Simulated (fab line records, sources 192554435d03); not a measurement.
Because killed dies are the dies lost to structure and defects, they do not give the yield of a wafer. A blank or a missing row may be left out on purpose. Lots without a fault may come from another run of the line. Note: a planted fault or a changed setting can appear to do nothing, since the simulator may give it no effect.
fab line records    flow n5Finfet
record lots=7  wafers=21
route steps=1938 shown SD_EPI_P@306 SDB@373 GATE_CUT@484
startH: the number of hours between the record's first day and the start of the first shown wafer of the lot    waitH: hours elapsed since this lot's preceding step    " identical to the entry in the row above    L1.1+2: several wafers, shown together as one row    - either no value or no given start    * or withheld: withheld    < > ~ a bound
route shown NAME@n: names a module that has steps shown in the file, with the first one's number in the route    usual: the fault-free wafers' mean and standard deviation    same: alike in all rows    chamber/n: place in a boat    sites: readings site by site    _std_site: the standard deviation of these    _edge_site: the outer-site mean with the inner-site mean subtracted    radiusMm: how far each site lies from the wafer's centre    mask NAME#n: copy n    behind: the last tool/chamber to shape the wafer    hold: reason for holding the lot/hours on hold/outcome of the hold    device: the n, p or np transistor that did not switch    end of line: tests of these same wafers at the route's end    a step with no rows: only its recipe    killed: dies lost to structure and defects at the first sort, not the wafer's yield    map: shows each die of a wafer: x if killed, . if not, _ if none is there
set.NAME: the run value of the setting; set.NAME@STEP: its run value at that earlier step    model.NAME: the simulator's own value behind a step, which no gauge read
lots where settings were altered on purpose, with a table for each step and a row for each wafer
## steps
# step N5_SD_EPI_P_DESCUM_14
# recipe chemistry=O2  timeS=7.9  sourcePowerW=50  biasPowerW=20  pressureMtorr=20  rfFrequencyHz=2.712e+07  tempC=40  resist=CAR-ArF-block  o2FlowSccm=225
lot.wafer  tool        chamber  startH  waitH  set.timeS  set.doseMj@SD_EPI_P_EXPOSE_06  model.SD_EPI_P.cdNm  model.CAR-ArF-block_of_SD_EPI_P_COAT_03.thkNm
L079.1     rieDiel-06  2        85.05   0.2    7.9        39.5                           239.6                142.4
L079.3     "           3        "       "      7.9        39.5                           239.4                143.2
L079.5     "           3        "       "      7.9        39.5                           239                  142.6
L082.2     rieDiel-06  0        101.59  0.1    7.9        41.95                          244                  143.6
L082.4     "           2        "       "      7.9        39.5                           240                  143.8
L082.5     "           3        "       "      9.031      41.95                          244.4                142.8
L087.1     rieDiel-06  0        133.88  0.4    7.9        37.77                          236                  144
L087.3     "           3        "       "      7.9        39.5                           240.2                144
L087.4     "           1        "       "      7.9        39.5                           240                  143.8
L091.3     rieDiel-06  0        159.09  0.3    9.353      37.01                          235                  142.6
L091.4     "           1        "       "      7.9        37.01                          235                  143.8
L091.5     "           0        "       "      7.9        39.5                           239.4                143.6
L093.1     rieDiel-06  2        169.39  0.0    7.9        39.5                           240.2                143.4
L093.2     "           0        "       "      7.9        40.47                          241.6                142.8
L093.4     "           1        "       "      9.493      39.5                           241.8                142.2
L094.1     rieDiel-06  0        173.51  0.0    9.596      39.5                           240.6                142.4
L094.2     "           1        "       "      7.9        39.5                           240.8                144.2
L094.6     "           0        "       "      7.9        39.5                           240                  144
L096.2     rieDiel-04  0        188.81  0.0    6.17       39.5                           239.6                145.4
L096.4     "           3        "       "      6.17       39.5                           239.6                145.8
L096.5     "           0        "       "      6.17       39.5                           239.8                145
# step N5_SD_EPI_P_ETCH_36
# recipe chemistry=CF4  target=SiARC  targetDepthA=455  maskMaterial=CAR-ArF-block  timeS=75.8  ionEnergyEv=80  pressureMtorr=40  sourceW=545  biasW=36  Ar_flow_sccm=100  cf4FlowSccm=100  ends=cleared
lot.wafer  tool        chamber  startH  waitH  set.timeS@SD_EPI_P_DESCUM_14  model.CAR-ArF-block_of_SD_EPI_P_COAT_03.thkNm
L079.1     rieDiel-06  2        85.08   0.0    7.9                           110
L079.3     "           3        "       "      7.9                           110.6
L079.5     "           3        "       "      7.9                           110.2
L082.2+4   rieDiel-06  0,2      101.63  0.0    7.9                           111.2
L082.5     "           3        "       "      9.031                         110.4
L087.1     rieDiel-06  0        133.91  0.0    7.9                           111.4
L087.3     "           3        "       "      7.9                           111.6
L087.4     "           1        "       "      7.9                           111.2
L091.3     rieDiel-06  0        159.12  0.0    9.353                         110
L091.4     "           1        "       "      7.9                           111.2
L091.5     "           0        "       "      7.9                           110.8
L093.1     rieDiel-06  2        169.43  0.0    7.9                           111
L093.2     "           0        "       "      7.9                           110.4
L093.4     "           1        "       "      9.493                         109.8
L094.1     rieDiel-06  0        173.54  0.0    9.596                         109.8
L094.2     "           1        "       "      7.9                           111.8
L094.6     "           0        "       "      7.9                           111.4
L096.2     rieDiel-04  0        188.84  0.0    6.17                          112.8
L096.4     "           3        "       "      6.17                          113.4
L096.5     "           0        "       "      6.17                          112.4
# step N5_SD_EPI_P_ETCH_37
# recipe chemistry=N2/H2  target=SOC  overetchA=1080  maskMaterial=SiARC  tempC=40  ionEnergyEv=100  sourceW=3000  biasW=133  pressureMtorr=20  timeS=486  n2FlowSccm=200  h2FlowSccm=200  ends=endPoint
lot.wafer  tool        chamber  startH  waitH  set.doseMj@SD_EPI_P_EXPOSE_06  model.SD_EPI_P.cdNm
L079.1     rieDiel-06  2        85.14   0.0    39.5                           240.2
L079.3     "           3        "       "      39.5                           238.8
L079.5     "           3        "       "      39.5                           238.2
L082.2     rieDiel-06  0        101.69  0.0    41.95                          244.8
L082.4     "           2        "       "      39.5                           240.6
L082.5     "           3        "       "      41.95                          244
L087.1     rieDiel-06  0        133.97  0.0    37.77                          236.4
L087.3     "           3        "       "      39.5                           238.8
L087.4     "           1        "       "      39.5                           239.2
L091.3     rieDiel-06  0        159.18  0.0    37.01                          236.2
L091.4     "           1        "       "      37.01                          234.8
L091.5     "           0        "       "      39.5                           240.4
L093.1     rieDiel-06  2        169.48  0.0    39.5                           240.4
L093.2     "           0        "       "      40.47                          241.4
L093.4     "           1        "       "      39.5                           240.8
L094.1     rieDiel-06  0        173.60  0.0    39.5                           241.4
L094.2     "           1        "       "      39.5                           240.4
L094.6     "           0        "       "      39.5                           240.6
L096.2+4   rieDiel-04  0,3      188.90  0.0    39.5                           240.2
L096.5     "           0        "       "      39.5                           241.6
# step N5_SD_EPI_P_STRIP_38
# recipe chemistry=N2/H2  tempC=40  n2FlowSccm=200  h2FlowSccm=200  rfFrequencyHz=6e+07
# step N5_SD_EPI_P_ETCHBACK_46
# recipe chemistry=CH3F/O2  mode=anisotropicEtchback  target=SiNx  targetDepthA=175  stopOn=SiO2  overEtchFrac=0.3  ionEnergyEv=120  pressureMtorr=30  sourceW=395  biasW=73  Ar_flow_sccm=150  CH3F_flow_sccm=30  O2_flow_sccm=20
# step N5_SD_EPI_P_ETCH_16
# recipe chemistry=CHF3/O2  target=SiO2  targetDepthA=50  maskMaterial=SOC  pressureMtorr=30  sourceW=650  biasW=170  Ar_flow_sccm=200  CHF3_flow_sccm=50  O2_flow_sccm=5  ionEnergyEv=200
# step N5_SD_EPI_P_STRIP_50
# recipe chemistry=CHF3/O2  resist=SiARC  rfFrequencyHz=6e+07
# step N5_SD_EPI_P_SD_RECESS_17
# recipe chemistry=HBr/Cl2/O2  targetDepthA=391  btTimeS=3  pressureMtorr=10  icpW=800  biasW=112  HBr_flow_sccm=150  Cl2_flow_sccm=80  O2_flow_sccm=12
lot.wafer  tool      chamber  startH  waitH  set.doseMj@SD_EPI_P_EXPOSE_06  model.SD_EPI_P.cdNm
L079.1     rieSi-01  2        85.73   0.0    39.5                           240.2
L079.3     "         3        "       "      39.5                           238.6
L079.5     "         0        "       "      39.5                           238.2
L082.2     rieSi-01  2        102.28  0.0    41.95                          244.8
L082.4     "         0        "       "      39.5                           240.6
L082.5     "         2        "       "      41.95                          244.2
L087.1     rieSi-02  3        134.57  0.0    37.77                          236.4
L087.3     "         1        "       "      39.5                           238.8
L087.4     "         0        "       "      39.5                           239.2
L091.3     rieSi-01  3        159.77  0.0    37.01                          236.2
L091.4     "         2        "       "      37.01                          234.8
L091.5     "         3        "       "      39.5                           240.4
L093.1     rieSi-03  1        170.08  0.0    39.5                           240.2
L093.2     "         3        "       "      40.47                          241.4
L093.4     "         1        "       "      39.5                           240.6
L094.1     rieSi-01  2        174.19  0.0    39.5                           241.4
L094.2     "         1        "       "      39.5                           240.2
L094.6     "         1        "       "      39.5                           240.6
L096.2+4   rieSi-01  1,0      189.50  0.0    39.5                           240.2
L096.5     "         2        "       "      39.5                           241.6
# step N5_SDB_ALD_29
# recipe material=SiNx  targetThkA=300  tempC=400  aldPrecursorFamily=SiH2I2  aldCoReactant=N2/H2-plasma  pulseTimeS=1  aldCycles=600  purgeTimeS=2  coReactantPurgeTimeS=2  pressureTorr=2
lot.wafer   tool       chamber  startH  waitH  set.aldCycles  model.SiNx_of_SDB_ALD_29.thkNm
L079.1+3+5  aldSin-02  0,2,2    98.26   0.0    600            30
L082.2      aldSin-02  3        114.42  0.4    600            30.2
L082.4+5    "          1,2      "       "      662            33.2
L087.1      aldSin-02  2        147.07  0.0    651            32.8
L087.3+4    "          0,3      "       "      600            30
L091.3      aldSin-02  3        172.32  0.8    600            30
L091.4      "          0        "       "      685            34.4
L091.5      "          3        173.67  2.2    685            34.2
L093.1+4    aldSin-04  2,3      181.71  0.0    675            33.6
L093.2      "          1        "       "      675            33.8
L094.1      aldSin-02  1        187.91  0.0    600            30
L094.2+6    "          2,3      "       "      516            25.8
L096.2+4    aldSin-01  3,0      202.66  0.3    600            29.8
L096.5      "          0        204.01  1.6    600            30
# step N5_GATE_CUT_EXPOSE_10
# recipe maskId=GATE_CUT  na=0.33  sourceShape=annular  sigmaInner=0.35  sigmaOuter=0.8  polarization=unpolarized  targetCdNm=20  doseMj=43.25
lot.wafer   tool           chamber  startH  waitH  mask        set.doseMj
L079.1+3+5  euvScanner-01  0        114.96  -      GATE_CUT#0  43.25
L082.2+4+5  euvScanner-02  0        131.67  -      GATE_CUT#0  43.25
L087.1      euvScanner-02  0        163.59  -      GATE_CUT#0  43.25
L087.3+4    "              0        "       "      GATE_CUT#0  45.22
L091.3      euvScanner-02  0        188.84  -      GATE_CUT#0  43.25
L091.4+5    "              0        "       "      GATE_CUT#0  41.77
L093.1+2+4  euvScanner-02  0        198.70  -      GATE_CUT#0  43.25
L094.1+6    euvScanner-01  0        204.00  -      GATE_CUT#0  43.25
L094.2      "              0        "       "      GATE_CUT#0  40.44
L096.2+4    euvScanner-01  0        219.12  -      GATE_CUT#0  45.08
L096.5      "              0        "       "      GATE_CUT#0  43.25
# step N5_GATE_CUT_PEB_11
# recipe pebTempC=100  pebTimeS=60  resist=CAR-EUV
# step N5_GATE_CUT_DEVELOP_12
# recipe developTimeS=30  developer=TMAH  resist=CAR-EUV  rinseLiquid=surfactantRinse  dry=airSpin  devTempC=23
# step N5_GATE_CUT_CD_MEAS_13
# recipe targetCdNm=20  landingEnergyEv=500  detector=seInlens
# usual cdNm=19.95/0.24
lot.wafer  tool      chamber  startH  waitH  set.doseMj@GATE_CUT_EXPOSE_10  cdNm
L079.1     cdSem-02  0        115.09  -      43.25                          20.09
L079.3     "         0        "       "      43.25                          19.60
L079.5     "         0        "       "      43.25                          19.78
L082.2     cdSem-02  0        131.80  -      43.25                          19.85
L082.4     "         0        "       "      43.25                          19.95
L082.5     "         0        "       "      43.25                          20.12
L087.1     cdSem-01  0        163.72  -      43.25                          20.16
L087.3     "         0        "       "      45.22                          21.39
L087.4     "         0        "       "      45.22                          21.38
L091.3     cdSem-01  0        188.96  -      43.25                          20.20
L091.4     "         0        "       "      41.77                          19.06
L091.5     "         0        "       "      41.77                          18.93
L093.1     cdSem-03  0        198.83  -      43.25                          20.24
L093.2     "         0        "       "      43.25                          20.07
L093.4     "         0        "       "      43.25                          20.13
L094.1     cdSem-02  0        204.13  -      43.25                          19.68
L094.2     "         0        "       "      40.44                          18.09
L094.6     "         0        "       "      43.25                          19.87
L096.2     cdSem-01  0        219.25  -      45.08                          20.48
L096.4     "         0        "       "      45.08                          20.92
L096.5     "         0        "       "      43.25                          19.93
# step N5_GATE_CUT_DESCUM_18
# recipe chemistry=O2  timeS=7  sourcePowerW=50  biasPowerW=20  pressureMtorr=20  rfFrequencyHz=2.712e+07  tempC=40  resist=CAR-EUV  o2FlowSccm=225
lot.wafer  tool        chamber  startH  waitH  set.timeS  set.doseMj@GATE_CUT_EXPOSE_10  model.CAR-EUV_of_GATE_CUT_COAT_07.thkNm  model.GATE_CUT.cdNm
L079.1     rieDiel-06  3        115.21  0.0    7          43.25                          26                                       20.2
L079.3     "           1        "       "      7          43.25                          26                                       20
L079.5     "           0        "       "      7          43.25                          26                                       19.8
L082.2     rieDiel-04  0        132.01  0.1    7          43.25                          25.8                                     19.8
L082.4     "           2        "       "      5.645      43.25                          26.6                                     19.6
L082.5     "           0        "       "      7          43.25                          26                                       20
L087.1     rieDiel-06  0        163.84  0.0    7          43.25                          26                                       20
L087.3     "           3        "       "      7.587      45.22                          25.8                                     21.2
L087.4     "           2        "       "      7          45.22                          26                                       21
L091.3     rieDiel-01  2        189.08  0.0    7.985      43.25                          25.6                                     19.8
L091.4     "           0        "       "      7          41.77                          26                                       19
L091.5     "           1        "       "      7.985      41.77                          25.6                                     19.2
L093.1+4   rieDiel-06  0,2      198.95  0.0    5.874      43.25                          26.6                                     19.8
L093.2     "           3        "       "      7          43.25                          26.2                                     20.2
L094.1     rieDiel-06  0        204.28  0.1    6.46       43.25                          26.4                                     19.8
L094.2     "           2        "       "      6.46       40.44                          26.4                                     18
L094.6     "           1        "       "      7          43.25                          26                                       19.8
L096.2     rieDiel-04  1        219.44  0.1    7          45.08                          26                                       20.6
L096.4     "           0        "       "      5.535      45.08                          26.8                                     20.6
L096.5     "           1        "       "      5.535      43.25                          26.8                                     19.6
# step N5_GATE_CUT_ETCH_28
# recipe chemistry=N2/H2  target=underlayer  targetDepthA=130  maskMaterial=CAR-EUV  timeS=10.4  ionEnergyEv=200  pressureMtorr=30  sourceW=840  biasW=150  n2FlowSccm=200  h2FlowSccm=200  ends=cleared
lot.wafer  tool        chamber  startH  waitH  set.doseMj@GATE_CUT_EXPOSE_10  set.timeS@GATE_CUT_DESCUM_18  model.CAR-EUV_of_GATE_CUT_COAT_07.thkNm  model.GATE_CUT.cdNm
L079.1     rieDiel-06  3        115.25  0.0    43.25                          7                             14.6                                     20.2
L079.3     "           1        "       "      43.25                          7                             14.6                                     20
L079.5     "           0        "       "      43.25                          7                             14.6                                     19.8
L082.2     rieDiel-04  0        132.05  0.0    43.25                          7                             14.4                                     19.8
L082.4     "           2        "       "      43.25                          5.645                         15.2                                     19.6
L082.5     "           0        "       "      43.25                          7                             14.6                                     20
L087.1     rieDiel-06  0        163.88  0.0    43.25                          7                             14.6                                     20
L087.3     "           3        "       "      45.22                          7.587                         14.2                                     21.2
L087.4     "           2        "       "      45.22                          7                             14.6                                     21
L091.3     rieDiel-01  2        189.12  0.0    43.25                          7.985                         14.2                                     20
L091.4     "           0        "       "      41.77                          7                             14.6                                     19
L091.5     "           1        "       "      41.77                          7.985                         14.2                                     19.2
L093.1+4   rieDiel-06  0,2      198.99  0.0    43.25                          5.874                         15.2                                     19.8
L093.2     "           3        "       "      43.25                          7                             14.6                                     20.2
L094.1     rieDiel-06  0        204.32  0.0    43.25                          6.46                          14.8                                     19.8
L094.2     "           2        "       "      40.44                          6.46                          15                                       18.2
L094.6     "           1        "       "      43.25                          7                             14.6                                     19.8
L096.2     rieDiel-04  1        219.48  0.0    45.08                          7                             14.6                                     20.8
L096.4     "           0        "       "      45.08                          5.535                         15.2                                     20.8
L096.5     "           1        "       "      43.25                          5.535                         15.4                                     19.6
# step N5_GATE_CUT_ETCH_36
# recipe chemistry=CF4  target=SiARC  targetDepthA=130  maskMaterial=CAR-EUV  timeS=21.7  ionEnergyEv=80  pressureMtorr=40  sourceW=545  biasW=36  Ar_flow_sccm=100  cf4FlowSccm=100  ends=cleared
lot.wafer  tool        chamber  startH  waitH  set.timeS@GATE_CUT_DESCUM_18  model.CAR-EUV_of_GATE_CUT_COAT_07.thkNm
L079.1+3   rieDiel-06  3,1      115.27  0.0    7                             7
L079.5     "           0        "       "      7                             6.8
L082.2     rieDiel-04  0        132.07  0.0    7                             6.8
L082.4     "           2        "       "      5.645                         7.6
L082.5     "           0        "       "      7                             7
L087.1     rieDiel-06  0        163.90  0.0    7                             6.8
L087.3     "           3        "       "      7.587                         6.6
L087.4     "           2        "       "      7                             7
L091.3     rieDiel-01  2        189.14  0.0    7.985                         6.6
L091.4     "           0        "       "      7                             7
L091.5     "           1        "       "      7.985                         6.4
L093.1     rieDiel-06  0        199.01  0.0    5.874                         7.4
L093.2     "           3        "       "      7                             7
L093.4     "           2        "       "      5.874                         7.6
L094.1     rieDiel-06  0        204.34  0.0    6.46                          7.2
L094.2     "           2        "       "      6.46                          7.4
L094.6     "           1        "       "      7                             7
L096.2     rieDiel-04  1        219.50  0.0    7                             7
L096.4+5   "           0,1      "       "      5.535                         7.6
# step N5_GATE_CUT_ETCH_37
# recipe chemistry=N2/H2  target=SOC  targetDepthA=600  overetchA=120  maskMaterial=SiARC  tempC=40  timeS=90  ionEnergyEv=200  pressureMtorr=30  sourceW=840  biasW=150  n2FlowSccm=200  h2FlowSccm=200
# step N5_GATE_CUT_STRIP_38
# recipe chemistry=N2/H2  tempC=40  n2FlowSccm=200  h2FlowSccm=200  rfFrequencyHz=6e+07
# step N5_GATE_CUT_STRIP_39
# recipe chemistry=N2/H2  tempC=40  n2FlowSccm=200  h2FlowSccm=200  rfFrequencyHz=6e+07
# step N5_GATE_CUT_HM_OPEN_40
# recipe chemistry=C4F6/O2  target=SiO2  maskMaterial=SiARC  targetDepthA=1390  timeS=85.1  ionEnergyEv=250  pressureMtorr=30  sourceW=345  biasW=185  Ar_flow_sccm=300  C4F6_flow_sccm=10  O2_flow_sccm=10  ends=cleared
lot.wafer  tool        chamber  startH  waitH  set.doseMj@GATE_CUT_EXPOSE_10  model.GATE_CUT.cdNm
L079.1     rieDiel-06  3        115.38  0.0    43.25                          20.2
L079.3+5   "           1,0      "       "      43.25                          20
L082.2     rieDiel-04  0        132.18  0.0    43.25                          20
L082.4     "           2        "       "      43.25                          19.6
L082.5     "           0        "       "      43.25                          20.2
L087.1     rieDiel-06  0        164.01  0.0    43.25                          20
L087.3+4   "           3,2      "       "      45.22                          21
L091.3     rieDiel-01  2        189.25  0.0    43.25                          20.4
L091.4+5   "           0,1      "       "      41.77                          19.4
L093.1     rieDiel-06  0        199.12  0.0    43.25                          20
L093.2     "           3        "       "      43.25                          20.2
L093.4     "           2        "       "      43.25                          19.6
L094.1+6   rieDiel-06  0,1      204.45  0.0    43.25                          20
L094.2     "           2        "       "      40.44                          18
L096.2+4   rieDiel-04  1,0      219.61  0.0    45.08                          20.8
L096.5     "           1        "       "      43.25                          19.6
# step N5_GATE_CUT_STRIP_41
# recipe chemistry=CF4  resist=SiARC  powerW=300  biasPowerW=75  pressureMtorr=50  cf4FlowSccm=150  rfFrequencyHz=6e+07
# step N5_GATE_CUT_STRIP_42
# recipe chemistry=O2  powerW=400  tempC=40  pressureMtorr=30  rfFrequencyHz=6e+07  biasPowerW=0  overashFraction=0.3  o2FlowSccm=225
# step N5_GATE_CUT_ETCH_19
# recipe chemistry=CH3F/O2  target=SiNx  maskMaterial=SiO2  targetDepthA=537  timeS=76.7  pressureMtorr=30  sourceW=395  biasW=73  Ar_flow_sccm=150  CH3F_flow_sccm=30  O2_flow_sccm=20  ionEnergyEv=120  ends=cleared
lot.wafer  tool        chamber  startH  waitH  set.doseMj@GATE_CUT_EXPOSE_10  model.GATE_CUT.cdNm
L079.1     rieDiel-06  3        115.50  0.0    43.25                          20.2
L079.3+5   "           1,0      "       "      43.25                          20
L082.2     rieDiel-04  0        132.30  0.0    43.25                          20
L082.4     "           2        "       "      43.25                          19.6
L082.5     "           0        "       "      43.25                          20.2
L087.1     rieDiel-06  0        164.13  0.0    43.25                          20
L087.3+4   "           3,2      "       "      45.22                          21.2
L091.3     rieDiel-01  2        189.37  0.0    43.25                          20.4
L091.4+5   "           0,1      "       "      41.77                          19.4
L093.1     rieDiel-06  0        199.24  0.0    43.25                          20
L093.2     "           3        "       "      43.25                          20.4
L093.4     "           2        "       "      43.25                          19.6
L094.1+6   rieDiel-06  0,1      204.57  0.0    43.25                          20
L094.2     "           2        "       "      40.44                          18.2
L096.2     rieDiel-04  1        219.73  0.0    45.08                          20.6
L096.4     "           0        "       "      45.08                          20.8
L096.5     "           1        "       "      43.25                          19.6
# step N5_GATE_CUT_CUT_ETCH_53
# recipe chemistry=SF6/Cl2  target=W  maskMaterial=SiO2  targetDepthA=792  pressureMtorr=8  icpW=900  biasW=80  SF6_flow_sccm=40  Cl2_flow_sccm=60  ends=cleared
# step N5_GATE_CUT_CUT_ETCH_54
# recipe chemistry=Cl2/BCl3  target=TiN  maskMaterial=SiO2  targetDepthA=967  pressureMtorr=10  icpW=1000  biasW=126  Cl2_flow_sccm=53.25  bcl3FlowSccm=21.75  Ar_flow_sccm=25  ends=cleared
# step N5_GATE_CUT_CUT_ETCH_55
# recipe chemistry=BCl3  target=HfO2  maskMaterial=SiO2  targetDepthA=32  ionEnergyEv=30  pressureMtorr=5  icpW=450  biasW=18  bcl3FlowSccm=80
# step N5_GATE_CUT_ETCH_47
# recipe chemistry=Cl2/BCl3  target=SiO2  targetDepthA=100  pressureMtorr=10  icpW=1000  biasW=126  Cl2_flow_sccm=53.25  bcl3FlowSccm=21.75  Ar_flow_sccm=25
lot.wafer  tool         chamber  startH  waitH  set.doseMj@GATE_CUT_EXPOSE_10  model.GATE_CUT.cdNm
L079.1     rieMetal-01  0        115.76  0.0    43.25                          20.6
L079.3     "            0        "       "      43.25                          20
L079.5     "            1        "       "      43.25                          20.2
L082.2     rieMetal-03  1        132.56  0.0    43.25                          20.2
L082.4     "            0        "       "      43.25                          19.6
L082.5     "            1        "       "      43.25                          20.4
L087.1     rieMetal-02  1        164.38  0.0    43.25                          20
L087.3     "            0        "       "      45.22                          21
L087.4     "            1        "       "      45.22                          21.2
L091.3     rieMetal-01  0        189.64  0.0    43.25                          20.6
L091.4+5   "            1        "       "      41.77                          19.2
L093.1     rieMetal-03  0        199.49  0.0    43.25                          20.2
L093.2     "            1        "       "      43.25                          20.6
L093.4     "            1        "       "      43.25                          19.8
L094.1     rieMetal-02  0        204.82  0.0    43.25                          19.8
L094.2     "            1        "       "      40.44                          18.8
L094.6     "            1        "       "      43.25                          20.2
L096.2     rieMetal-03  0        219.99  0.0    45.08                          21
L096.4     "            0        "       "      45.08                          20.8
L096.5     "            1        "       "      43.25                          19.8
## key
split step=N5_SD_EPI_P_DESCUM_14  setting=timeS  stated=7.9  by=wafer
response step=N5_SD_EPI_P_DESCUM_14  reading=model.CAR-ArF-block_of_SD_EPI_P_COAT_03.thkNm  change=-0.0622  per=1%  r=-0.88
response step=N5_SD_EPI_P_ETCH_36  reading=model.CAR-ArF-block_of_SD_EPI_P_COAT_03.thkNm  change=-0.0614  per=1%  r=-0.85
split step=N5_SDB_ALD_29  setting=aldCycles  stated=600  by=wafer
response step=N5_SDB_ALD_29  reading=model.SiNx_of_SDB_ALD_29.thkNm  change=+0.303  per=1%  r=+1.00
split step=N5_GATE_CUT_EXPOSE_10  setting=doseMj  stated=43.25  by=wafer
response step=N5_GATE_CUT_CD_MEAS_13  reading=cdNm  change=+0.258  per=1%  r=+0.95
response step=N5_GATE_CUT_DESCUM_18  reading=model.GATE_CUT.cdNm  change=+0.252  per=1%  r=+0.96
response step=N5_GATE_CUT_ETCH_28  reading=model.GATE_CUT.cdNm  change=+0.255  per=1%  r=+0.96
response step=N5_GATE_CUT_HM_OPEN_40  reading=model.GATE_CUT.cdNm  change=+0.281  per=1%  r=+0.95
response step=N5_GATE_CUT_ETCH_19  reading=model.GATE_CUT.cdNm  change=+0.273  per=1%  r=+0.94
response step=N5_GATE_CUT_ETCH_47  reading=model.GATE_CUT.cdNm  change=+0.24  per=1%  r=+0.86
split step=N5_GATE_CUT_DESCUM_18  setting=timeS  stated=7  by=wafer
response step=N5_GATE_CUT_DESCUM_18  reading=model.CAR-EUV_of_GATE_CUT_COAT_07.thkNm  change=-0.0337  per=1%  r=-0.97
response step=N5_GATE_CUT_ETCH_28  reading=model.CAR-EUV_of_GATE_CUT_COAT_07.thkNm  change=-0.0351  per=1%  r=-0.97
response step=N5_GATE_CUT_ETCH_36  reading=model.CAR-EUV_of_GATE_CUT_COAT_07.thkNm  change=-0.0329  per=1%  r=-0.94
split outsideThisFile step=N5_SD_EPI_P_EXPOSE_06 setting=doseMj
# split outsideThisFile: this setting was split too, and the file shows its column; the key of that split is in another file
